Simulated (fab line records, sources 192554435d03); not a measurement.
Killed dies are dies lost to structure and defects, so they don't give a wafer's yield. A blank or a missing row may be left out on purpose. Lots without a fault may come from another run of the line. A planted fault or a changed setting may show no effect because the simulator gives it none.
fab line records | flow n5_finfet
record lots=11 wafers=32 last_day=17
route steps=1938 shown BEOL_M15@1819 PASSIVATION@1936
lots that met no fault: from a run of the same line without faults
start_h: hours from the record's first day to the start of the lot's first wafer shown | wait_h: hours since the lot's step before | " the same as in the row above | L1.1+2: a row that stands for several wafers | - no value, or no start given | * or withheld: withheld | < > ~ a bound
route shown NAME@n: a module of which the file shows steps, and the number in the route of the first | usual: mean/standard deviation of fault-free wafers | same: alike in all rows | chamber/n: place in a boat | sites: the reading at each site | _std_site: their standard deviation | _edge_site: outer sites' mean less inner sites' | radius_mm: how far each site lies from the wafer's centre | mask NAME#n: copy n | behind: the tool/chamber that last shaped the wafer | hold: why the lot was held/for how many hours/how that ended | device: the transistor (n, p or np) that didn't switch | end of line: the same wafers' tests at the end of the route | a step without rows: its recipe alone | killed: dies lost to structure and defects at the first sort, not the wafer's yield | map: a wafer's dies, x killed, . not, _ none there
set.NAME: the setting as run; set.NAME@STEP: as run at that earlier step | model.NAME: the simulator's own value behind a step, which no gauge read
steps of the route over a sample of lots; a table a step, a row a wafer
services: from which hour (start_h, from the record's first day; less than 0 if before it) a tool's chamber was out of use, for how many hours, and why
## steps
# step N5_BEOL_M15_SPUTTER_43
# recipe material=TaN target_thk_a=150 temp_c=50 bias_v=168.6 power_w=15000 chamber_pressure_pa=0.12 time_s=24.19
# usual cathode_dc_power_W=15000/2.8 throttle_valve_pct=29.4/1.2
# columns lot.wafer tool chamber start_h wait_h cathode_dc_power_W throttle_valve_pct
L932.4 pvd_sputter-01 - 232.66 0.0 14998 27.9
L932.5 " - " " 15001 30.3
L932.6 " - " " 15002 27.5
L933.2 pvd_sputter-02 - 254.88 0.0 14999 30.0
L933.3 " - " " 14997 28.5
L933.4 " - " " 15003 29.7
L935.2 pvd_sputter-02 - 255.70 0.0 15004 28.8
L935.4 " - " " 15000 30.0
L935.5 " - " " 15003 30.1
L934.1 pvd_sputter-03 - 259.78 0.0 15002 31.9
L934.3 " - " " 14999 29.2
L934.4 " - " " 15005 30.9
L936.1 pvd_sputter-01 - 270.61 0.0 15004 28.1
L936.2 " - " " 14999 30.1
L936.4 " - " " 14998 27.4
L945.3 pvd_sputter-01 - 337.55 0.0 14996 27.5
L945.4 " - " " 14174 27.9
L945.6 " - " " 15004 29.5
L947.4 pvd_sputter-02 - 344.84 0.0 15001 29.9
L947.5 " - " " 15000 29.4
L947.6 " - " " 14999 29.9
L950.1 pvd_sputter-03 - 361.09 0.0 15002 31.2
L950.6 " - " " 14998 31.7
L952.1 pvd_sputter-03 - 364.92 0.0 15005 31.0
L952.2 " - " " 14997 32.2
L952.6 " - " " 15000 29.3
L954.1 pvd_sputter-01 - 396.64 0.0 15000 29.6
L954.2 " - " " 14996 30.4
L954.6 " - " " 14999 30.3
L955.1 pvd_sputter-01 - 397.20 0.0 14999 30.5
L955.3 " - " " 14997 27.7
L955.5 " - " " 14997 28.1
# step N5_BEOL_M15_ANNEAL_48
# recipe temp_c=225 time_s=90 ambient=N2
# usual wafer_temp_C_max=225.73/0.24
# columns lot.wafer tool chamber start_h wait_h wafer_temp_C_max
L932.4 rtp_anneal-02 0 233.31 0.2 226.18
L932.5 " 0 " " 225.95
L932.6 " 0 " " 225.83
L933.2 rtp_anneal-01 0 255.44 0.2 225.38
L933.3 " 0 " " 225.24
L933.4 " 0 " " 225.70
L935.2 rtp_anneal-02 0 256.26 0.2 225.81
L935.4 " 0 " " 225.71
L935.5 " 0 " " 225.46
L934.1 rtp_anneal-01 0 260.30 0.2 225.56
L934.3 " 0 " " 225.57
L934.4 " 0 " " 225.60
L936.1 rtp_anneal-01 0 271.98 1.0 225.91
L936.2 " 0 " " 225.80
L936.4 " 0 " " 225.45
L945.3 rtp_anneal-02 0 338.16 0.2 226.01
L945.4 " 0 " " 225.92
L945.6 " 0 " " 225.93
L947.4 rtp_anneal-01 0 345.49 0.2 225.65
L947.5 " 0 " " 225.58
L947.6 " 0 " " 225.54
L950.1 rtp_anneal-02 0 363.02 0.2 225.41
L950.6 " 0 " " 225.50
L952.1 rtp_anneal-01 0 365.44 0.2 225.56
L952.2 " 0 " " 225.82
L952.6 " 0 " " 225.94
L954.1 rtp_anneal-01 0 397.18 0.2 225.66
L954.2 " 0 " " 225.92
L954.6 " 0 " " 225.67
L955.1 rtp_anneal-01 0 397.72 0.2 225.40
L955.3 " 0 " " 225.34
L955.5 " 0 " " 225.27
# step N5_BEOL_M15_DEP_53
# recipe material=SiCN target_thk_a=500 temp_c=withheld precursor=3MS/NH3 pressure_torr=3 rf_w=675 time_s=17.8
# usual showerhead_plenum_p_Torr=4.159/0.024 throttle_valve_pct=18.5/0.92
# columns lot.wafer tool chamber start_h wait_h showerhead_plenum_p_Torr throttle_valve_pct
L932.4 pecvd-04 1 233.85 0.0 4.136 18.4
L932.5 " 0 " " 4.170 17.8
L932.6 " 2 " " 4.161 18.1
L933.2 pecvd-04 0 256.05 0.0 4.167 17.9
L933.3 " 2 " " 4.149 18.6
L933.4 " 2 " " 4.150 18.4
L935.2 pecvd-04 2 256.87 0.0 4.162 18.3
L935.4 " 2 " " 4.147 18.6
L935.5 " 0 " " 4.173 17.7
L934.1 pecvd-04 1 260.95 0.0 4.140 18.9
L934.3 " 2 " " 4.145 18.2
L934.4 " 0 " " 4.153 17.9
L936.1 pecvd-01 0 272.64 0.0 4.216 20.7
L936.2 " 1 " " 4.164 18.3
L936.4 " 0 " " 4.215 20.8
L945.3 pecvd-01 1 338.72 0.0 4.149 18.3
L945.4 " 2 " " 4.175 19.1
L945.6 " 1 " " 4.157 18.2
L947.4 pecvd-02 0 346.03 0.0 4.158 18.0
L947.5 " 2 " " 4.123 17.7
L947.6 " 1 " " 4.154 18.1
L950.1 pecvd-02 1 363.94 0.0 4.162 18.2
L950.6 " 2 " " 4.123 17.8
L952.1 pecvd-02 0 366.10 0.0 4.149 18.0
L952.2 " 1 " " 4.160 18.0
L952.6 " 2 " " 4.130 17.9
L954.1 pecvd-01 0 397.83 0.0 4.223 21.5
L954.2 " 1 " " 4.170 18.5
L954.6 " 2 " " 4.175 19.2
L955.1 pecvd-01 0 398.38 0.0 4.223 21.1
L955.3 " 2 " " 4.177 19.4
L955.5 " 0 " " 4.223 21.1
# step N5_BEOL_M15_INSPECT_55
# recipe inspect_instrument=darkfield mode=post_dep
# usual raw_defect_count=67/23
# columns lot.wafer tool chamber start_h wait_h raw_defect_count
L932.4 defect_inspect-01 - 233.92 0.0 100
L932.5 " - " " 59
L932.6 " - " " 71
L933.2 defect_inspect-01 - 256.14 0.0 43
L933.3 " - " " 65
L933.4 " - " " 50
L935.2 defect_inspect-02 - 256.96 0.0 75
L935.4 " - " " 51
L935.5 " - " " 73
L934.1 defect_inspect-01 - 261.04 0.0 67
L934.3 " - " " 105
L934.4 " - " " 41
L936.1 defect_inspect-02 - 272.73 0.0 29
L936.2 " - " " 37
L936.4 " - " " 38
L945.3 defect_inspect-01 - 338.82 0.0 42
L945.4 " - " " 66
L945.6 " - " " 90
L947.4 defect_inspect-01 - 346.11 0.0 47
L947.5 " - " " 67
L947.6 " - " " 117
L950.1 defect_inspect-02 - 364.04 0.0 64
L950.6 " - " " 54
L952.1 defect_inspect-01 - 366.19 0.0 70
L952.2 " - " " 87
L952.6 " - " " 60
L954.1 defect_inspect-02 - 397.92 0.0 60
L954.2 " - " " 85
L954.6 " - " " 62
L955.1 defect_inspect-01 - 398.47 0.0 80
L955.3 " - " " 58
L955.5 " - " " 79
# step N5_PASSIVATION_PROBE_49
# usual defect_limited_yield=91.5/1.6 killed_at_M0_to_M3=33/10 killed_at_M4_up=13/5.6 killed_at_contacts=13/6 killed_at_front_end=39/12 killed_at_other=3.0/2.8 killed_dies=101/19 killed_open=65/13 killed_short=32/8.3 sort_bin_5_function=5.0/1 sort_bin_6_memory=3.1/0.69 sort_n_pass=1079/19 sort_yield_pct=91.5/1.6
# same gross_dies=1180 killed_at_back_side=0 sort_bin_4_leakage[%]=0 sort_bin_8_speed[%]=0
# columns lot.wafer tool chamber start_h wait_h defect_limited_yield[%] killed_at_M0_to_M3 killed_at_M4_up killed_at_contacts killed_at_front_end killed_at_other killed_dies killed_open killed_short sort_bin_5_function[%] sort_bin_6_memory[%] sort_n_pass sort_yield_pct[%]
L932.4 prober-02 - 248.96 0.2 91.1 37 7 17 35 9 105 62 43 5.0 3.6 1075 91.1
L932.5 prober-02 - 249.01 0.2 93.1 31 4 21 22 4 82 51 26 4.6 2.0 1098 93.1
L932.6 prober-02 - 249.06 0.3 93.1 20 8 17 36 1 82 44 33 3.6 2.5 1098 93.1
L935.2 prober-01 - 270.50 0.2 91.1 32 12 17 37 7 105 74 25 4.9 3.5 1075 91.1
L935.4 prober-01 - 270.60 0.3 92.9 30 7 13 23 11 84 55 27 3.6 3.2 1096 92.9
L935.5 prober-01 - 270.65 0.3 92.8 21 12 9 37 6 85 58 22 4.2 2.6 1095 92.8
L933.2 prober-01 - 273.74 0.4 91.6 40 8 9 41 1 99 63 34 4.9 3.1 1081 91.6
L933.3 prober-01 - 273.79 0.5 90.2 43 7 7 58 1 116 71 40 5.0 4.2 1064 90.2
L933.4 prober-01 - 273.84 0.5 89.7 42 24 8 45 3 122 77 42 6.2 3.6 1058 89.7
L934.1 prober-02 - 278.39 0.0 93.2 29 11 6 33 1 80 43 30 4.0 2.0 1100 93.2
L934.3 prober-02 - 278.49 0.1 91.7 36 16 8 38 0 98 72 25 5.0 3.1 1082 91.7
L934.4 prober-02 - 278.54 0.2 91.8 36 16 6 38 1 97 68 28 4.9 3.1 1083 91.8
L936.1 prober-02 - 286.85 0.0 90.8 54 8 7 36 3 108 62 43 4.6 4.3 1072 90.8
L936.2 prober-02 - 286.90 0.1 87.6 60 18 13 47 8 146 81 60 6.9 4.4 1034 87.6
L936.4 prober-02 - 287.00 0.2 88.9 40 32 14 40 5 131 81 46 6.2 4.1 1049 88.9
L945.3 prober-02 - 353.86 0.1 93.2 17 11 5 47 0 80 51 24 4.2 2.4 1100 93.2
L945.4 prober-02 - 353.91 0.2 90.8 31 2 18 54 3 108 71 33 5.4 3.4 1072 90.8
L945.6 prober-02 - 354.01 0.3 93.1 32 5 7 36 2 82 42 38 3.8 2.7 1098 93.1
L947.4 prober-02 - 360.16 0.2 92.7 26 12 16 25 7 86 56 29 3.9 3.1 1094 92.7
L947.5 prober-02 - 360.21 0.2 91.1 35 7 10 49 4 105 61 43 4.7 3.8 1075 91.1
L947.6 prober-02 - 360.26 0.3 91.2 43 9 9 37 6 104 71 32 5.3 3.1 1076 91.2
L950.1 prober-01 - 376.89 0.0 94.5 35 5 2 23 0 65 50 14 3.1 2.3 1115 94.5
L950.6 prober-01 - 377.14 0.3 94.8 26 8 2 22 3 61 38 23 3.1 1.9 1119 94.8
L952.1 prober-02 - 380.59 0.0 90.3 45 15 14 36 5 115 77 29 5.9 3.2 1065 90.3
L952.2 prober-02 - 380.64 0.1 90.8 27 15 24 33 10 109 76 31 6.4 2.7 1071 90.8
L952.6 prober-02 - 380.84 0.3 88.7 62 8 25 32 6 133 94 39 6.3 4.4 1047 88.7
L954.1 prober-02 - 414.82 0.0 92.3 26 11 8 39 7 91 54 34 4.7 2.5 1089 92.3
L954.2 prober-02 - 414.87 0.1 91.1 33 15 6 44 7 105 69 33 6.2 2.2 1075 91.1
L954.6 prober-02 - 415.07 0.3 91.9 37 18 8 31 1 95 52 41 5.3 2.5 1085 91.9
L955.1 prober-01 - 416.21 0.0 90.9 11 14 22 59 1 107 73 31 5.3 3.5 1073 90.9
L955.3 prober-01 - 416.31 0.1 93.4 26 15 7 27 3 78 57 14 4.2 2.3 1102 93.4
L955.5 prober-01 - 416.41 0.2 90.1 25 14 18 59 1 117 75 40 6.3 3.5 1063 90.1
# killed by level:class
L932.4 BEOL_M0_SAQP:geometric_particle:open=14 MOL_CONTACT_COAG:geometric_particle:open=12 BEOL_M0_SAQP:geometric_particle:short=8 FIN_SAQP:geometric_particle:short=6 BEOL_M1:geometric_particle:open=6 DUMMY_GATE:geometric_particle:short=5 MOL_CONTACT_COAG:geometric_particle:short=5 FIN_SAQP:geometric_particle:open=4
L932.5 MOL_CONTACT_COAG:geometric_particle:open=18 BEOL_M0_SAQP:geometric_particle:open=6 BEOL_M2:geometric_particle:open=6 BEOL_M1:geometric_particle:open=4 FIN_SAQP:geometric_particle:short=3 STI_FIN_REVEAL:geometric_particle:open=3 ILD0:geometric_particle:short=3 GATE_CUT:geometric_particle:short=3
L932.6 MOL_CONTACT_COAG:geometric_particle:open=11 GATE_CUT:geometric_particle:short=8 DUMMY_GATE:geometric_particle:open=7 MOL_CONTACT_COAG:geometric_particle:short=6 FIN_SAQP:geometric_particle:open=6 FIN_SAQP:geometric_particle:short=6 BEOL_M4:geometric_particle:open=6 GATE_CUT:geometric_particle:open=3
L935.2 FIN_SAQP:geometric_particle:open=16 MOL_CONTACT_COAG:geometric_particle:open=13 FIN_SAQP:geometric_particle:short=10 BEOL_M2:geometric_particle:open=9 BEOL_M1:geometric_particle:open=6 DUMMY_GATE:geometric_particle:open=5 BEOL_M3:geometric_particle:open=5 MOL_CONTACT_COAG:geometric_particle:short=4
L935.4 MOL_CONTACT_COAG:geometric_particle:open=9 FIN_SAQP:geometric_particle:open=6 BEOL_M3:geometric_particle:open=6 BEOL_M0_SAQP:geometric_particle:open=5 BEOL_M3:geometric_particle:short=5 PASS1_DEP:geometric_particle:open=5 BEOL_M1:geometric_particle:open=4 BEOL_M5:geometric_particle:open=4
L935.5 FIN_SAQP:geometric_particle:open=12 BEOL_M3:geometric_particle:open=10 MOL_CONTACT_COAG:geometric_particle:open=8 FIN_SAQP:geometric_particle:short=5 BEOL_M2:geometric_particle:open=5 DUMMY_GATE:geometric_particle:open=4 STARTING-WAFER:geometric_particle:open=3 STI_FIN_REVEAL:geometric_particle:short=2
L933.2 STI_FIN_REVEAL:geometric_particle:open=15 BEOL_M2:geometric_particle:open=9 MOL_CONTACT_COAG:geometric_particle:open=7 BEOL_M1:geometric_particle:open=6 BEOL_M3:geometric_particle:open=6 BEOL_M0_SAQP:geometric_particle:short=5 BEOL_M4:geometric_particle:short=5 FIN_SAQP:geometric_particle:short=4
L933.3 STI_FIN_REVEAL:geometric_particle:open=17 FIN_SAQP:geometric_particle:open=12 BEOL_M0_SAQP:geometric_particle:short=9 FIN_SAQP:geometric_particle:short=7 MOL_CONTACT_COAG:geometric_particle:open=6 BEOL_M0_SAQP:geometric_particle:open=6 BEOL_M2:geometric_particle:open=6 STI_FIN_REVEAL:geometric_particle:short=5
L933.4 BEOL_M0_SAQP:geometric_particle:short=14 STI_FIN_REVEAL:geometric_particle:open=12 BEOL_M0_SAQP:geometric_particle:open=11 BEOL_M4:geometric_particle:open=10 DUMMY_GATE:geometric_particle:open=8 FIN_SAQP:geometric_particle:open=6 MOL_CONTACT_COAG:geometric_particle:open=6 BEOL_M3:geometric_particle:open=5
L934.1 BEOL_M0_SAQP:geometric_particle:short=9 BEOL_M1:geometric_particle:open=6 HKMG_FIN:area_etch=6 BEOL_M4:geometric_particle:short=5 DUMMY_GATE:geometric_particle:open=4 ILD0:geometric_particle:short=4 MOL_CONTACT_COAG:geometric_particle:open=4 BEOL_M0_SAQP:geometric_particle:open=4
L934.3 BEOL_M0_SAQP:geometric_particle:open=10 STI_FIN_REVEAL:geometric_particle:open=9 MOL_CONTACT_COAG:geometric_particle:open=7 BEOL_M0_SAQP:geometric_particle:short=7 DUMMY_GATE:geometric_particle:open=6 BEOL_M1:geometric_particle:open=6 BEOL_M3:geometric_particle:open=6 GATE_CUT:geometric_particle:short=5
L934.4 STI_FIN_REVEAL:geometric_particle:open=11 BEOL_M2:geometric_particle:open=9 BEOL_M0_SAQP:geometric_particle:open=7 FIN_SAQP:geometric_particle:open=6 BEOL_M4:geometric_particle:open=6 BEOL_M1:geometric_particle:open=5 MOL_CONTACT_COAG:geometric_particle:open=5 BEOL_M2:geometric_particle:short=5
L936.1 BEOL_M0_SAQP:geometric_particle:open=17 BEOL_M0_SAQP:geometric_particle:short=15 BEOL_M1:geometric_particle:open=7 STARTING-WAFER:geometric_particle:open=6 BEOL_M2:geometric_particle:open=6 STI_FIN_REVEAL:geometric_particle:open=4 DUMMY_GATE:geometric_particle:open=4 MOL_CONTACT_COAG:geometric_particle:open=4
L936.2 BEOL_M0_SAQP:geometric_particle:open=20 BEOL_M0_SAQP:geometric_particle:short=17 FIN_SAQP:geometric_particle:short=10 MOL_CONTACT_COAG:geometric_particle:open=9 STI_FIN_REVEAL:geometric_particle:open=8 FIN_SAQP:geometric_particle:open=6 BEOL_M1:geometric_particle:open=6 BEOL_M2:geometric_particle:short=5
L936.4 BEOL_M4:geometric_particle:open=15 BEOL_M2:geometric_particle:open=13 BEOL_M0_SAQP:geometric_particle:short=11 MOL_CONTACT_COAG:geometric_particle:open=9 BEOL_M0_SAQP:geometric_particle:open=7 STI_FIN_REVEAL:geometric_particle:open=6 MOL_CONTACT_COAG:geometric_particle:short=5 BEOL_M4:geometric_particle:short=5
L945.3 FIN_SAQP:geometric_particle:open=10 FIN_SAQP:geometric_particle:short=8 STI_FIN_REVEAL:geometric_particle:open=7 BEOL_M4:geometric_particle:open=7 GATE_CUT:geometric_particle:short=6 BEOL_M1:geometric_particle:open=5 BEOL_M2:geometric_particle:open=5 STARTING-WAFER:geometric_particle:open=4
L945.4 FIN_SAQP:geometric_particle:open=19 MOL_CONTACT_COAG:geometric_particle:open=16 FIN_SAQP:geometric_particle:short=10 BEOL_M0_SAQP:geometric_particle:open=7 BEOL_M3:geometric_particle:open=6 DUMMY_GATE:geometric_particle:open=5 BEOL_M3:geometric_particle:short=5 GATE_CUT:geometric_particle:short=4
L945.6 FIN_SAQP:geometric_particle:short=8 MOL_CONTACT_COAG:geometric_particle:open=6 BEOL_M2:geometric_particle:open=6 BEOL_M3:geometric_particle:open=6 STARTING-WAFER:geometric_particle:short=6 GATE_CUT:geometric_particle:short=5 BEOL_M0_SAQP:geometric_particle:short=5 FIN_SAQP:geometric_particle:open=4
L947.4 MOL_CONTACT_COAG:geometric_particle:open=14 BEOL_M0_SAQP:geometric_particle:open=7 BEOL_M0_SAQP:geometric_particle:short=6 BEOL_M1:geometric_particle:open=5 DUMMY_GATE:geometric_particle:open=4 BEOL_M3:geometric_particle:open=4 FIN_SAQP:geometric_particle:short=3 GATE_CUT:geometric_particle:short=3
L947.5 DUMMY_GATE:geometric_particle:open=12 BEOL_M0_SAQP:geometric_particle:short=10 BEOL_M2:geometric_particle:open=7 DUMMY_GATE:geometric_particle:short=6 MOL_CONTACT_COAG:geometric_particle:open=6 ILD0:geometric_particle:short=5 BEOL_M0_SAQP:geometric_particle:open=5 BEOL_M3:geometric_particle:open=5
L947.6 BEOL_M0_SAQP:geometric_particle:open=11 BEOL_M3:geometric_particle:open=11 BEOL_M0_SAQP:geometric_particle:short=9 MOL_CONTACT_COAG:geometric_particle:open=7 BEOL_M2:geometric_particle:open=6 STI_FIN_REVEAL:geometric_particle:open=5 DUMMY_GATE:geometric_particle:open=5 GATE_CUT:geometric_particle:short=5
L950.1 BEOL_M2:geometric_particle:open=12 BEOL_M0_SAQP:geometric_particle:open=9 BEOL_M0_SAQP:geometric_particle:short=5 BEOL_M1:geometric_particle:open=5 STI_FIN_REVEAL:geometric_particle:open=4 DUMMY_GATE:geometric_particle:open=4 GATE_CUT:geometric_particle:short=4 FIN_SAQP:geometric_particle:open=3
L950.6 BEOL_M2:geometric_particle:open=8 BEOL_M3:geometric_particle:open=7 STI_FIN_REVEAL:geometric_particle:open=4 BEOL_M3:geometric_particle:short=4 FIN_SAQP:geometric_particle:short=3 BEOL_M4:geometric_particle:open=3 FIN_SAQP:geometric_particle:open=2 DUMMY_GATE:geometric_particle:short=2
L952.1 MOL_CONTACT_COAG:geometric_particle:open=12 BEOL_M0_SAQP:geometric_particle:open=11 FIN_SAQP:geometric_particle:open=7 STI_FIN_REVEAL:geometric_particle:open=7 BEOL_M1:geometric_particle:open=7 GATE_CUT:geometric_particle:short=6 BEOL_M0_SAQP:geometric_particle:short=6 BEOL_M3:geometric_particle:open=6
L952.2 MOL_CONTACT_COAG:geometric_particle:open=21 STI_FIN_REVEAL:geometric_particle:open=9 BEOL_M4:geometric_particle:open=8 BEOL_M3:geometric_particle:open=7 BEOL_M1:geometric_particle:open=6 BEOL_M3:geometric_particle:short=5 FIN_SAQP:geometric_particle:open=4 FIN_SAQP:geometric_particle:short=3
L952.6 MOL_CONTACT_COAG:geometric_particle:open=21 BEOL_M3:geometric_particle:open=18 BEOL_M1:geometric_particle:open=15 STI_FIN_REVEAL:geometric_particle:open=13 BEOL_M0_SAQP:geometric_particle:short=9 BEOL_M0_SAQP:geometric_particle:open=7 BEOL_M2:geometric_particle:open=7 BEOL_M3:geometric_particle:short=5
L954.1 STI_FIN_REVEAL:geometric_particle:open=11 FIN_SAQP:geometric_particle:short=6 BEOL_M3:geometric_particle:open=6 STI_FIN_REVEAL:geometric_particle:short=5 MOL_CONTACT_COAG:geometric_particle:open=5 BEOL_M0_SAQP:geometric_particle:short=5 BEOL_M1:geometric_particle:open=5 FIN_SAQP:geometric_particle:open=4
L954.2 FIN_SAQP:geometric_particle:short=10 DUMMY_GATE:geometric_particle:open=10 STI_FIN_REVEAL:geometric_particle:open=9 BEOL_M0:geometric_particle:open=5 BEOL_M2:geometric_particle:open=5 BEOL_M4:geometric_particle:open=5 MOL_CONTACT_COAG:geometric_particle:open=4 BEOL_M0_SAQP:geometric_particle:short=4
L954.6 BEOL_M0_SAQP:geometric_particle:open=11 BEOL_M0_SAQP:geometric_particle:short=11 FIN_SAQP:geometric_particle:short=8 MOL_CONTACT_COAG:geometric_particle:open=8 STI_FIN_REVEAL:geometric_particle:open=7 BEOL_M5:geometric_particle:short=6 BEOL_M3:geometric_particle:open=4 BEOL_M8:geometric_particle:open=4
L955.1 STI_FIN_REVEAL:geometric_particle:open=19 MOL_CONTACT_COAG:geometric_particle:open=17 FIN_SAQP:geometric_particle:short=10 FIN_SAQP:geometric_particle:open=10 MOL_CONTACT_COAG:geometric_particle:short=5 BEOL_M4:geometric_particle:open=5 STI_FIN_REVEAL:geometric_particle:short=3 ILD0:geometric_particle:short=3
L955.3 STI_FIN_REVEAL:geometric_particle:open=11 BEOL_M0_SAQP:geometric_particle:open=9 BEOL_M3:geometric_particle:open=9 MOL_CONTACT_COAG:geometric_particle:open=6 FIN_SAQP:geometric_particle:open=4 FIN_SAQP:geometric_particle:short=4 BEOL_M4:geometric_particle:open=4 BEOL_M5:geometric_particle:open=3
L955.5 STI_FIN_REVEAL:geometric_particle:open=17 MOL_CONTACT_COAG:geometric_particle:open=17 STARTING-WAFER:geometric_particle:short=8 FIN_SAQP:geometric_particle:short=7 GATE_CUT:geometric_particle:short=7 BEOL_M4:geometric_particle:open=7 BEOL_M0_SAQP:geometric_particle:open=7 STI_FIN_REVEAL:geometric_particle:short=6
## services
# columns tool chamber start_h hours kind
pecvd-01 2 217.11 6.5 repair
pecvd-01 - 252.22 2.3 repair
pecvd-04 0 271.90 10.6 repair
pecvd-02 - 278.99 1.1 repair
pecvd-02 0 297.90 5.5 scheduled_down
pecvd-04 0 320.09 16.5 scheduled_down
pvd_sputter-03 - 328.74 2.3 repair
pecvd-02 2 356.75 5.5 scheduled_down
pvd_sputter-01 - 359.72 0.6 repair
pecvd-04 1 370.49 5.5 scheduled_down
pecvd-02 2 376.51 7.6 repair
## key
first_sign step=N5_BEOL_M15_SPUTTER_43 reading=cathode_dc_power_W direction=down sigmas=99+ usual=* struck=*
effect none on later readings
met_at N5_BEOL_M15_SPUTTER_43
struck_lots L945
struck_wafers L945.4
not_acting_at N5_BEOL_M15_ANNEAL_48,N5_BEOL_M15_DEP_53,N5_BEOL_M15_INSPECT_55
onset_between 270.61 337.55
fault kind=process_parameter_drift tool=pvd_sputter-01 chamber=- onset_h=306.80 steps=N5_BEOL_M15_SPUTTER_43 channel=power_w offset=* shape=step end_h=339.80 acts_in=* stated=* scope=struck_wafers_only
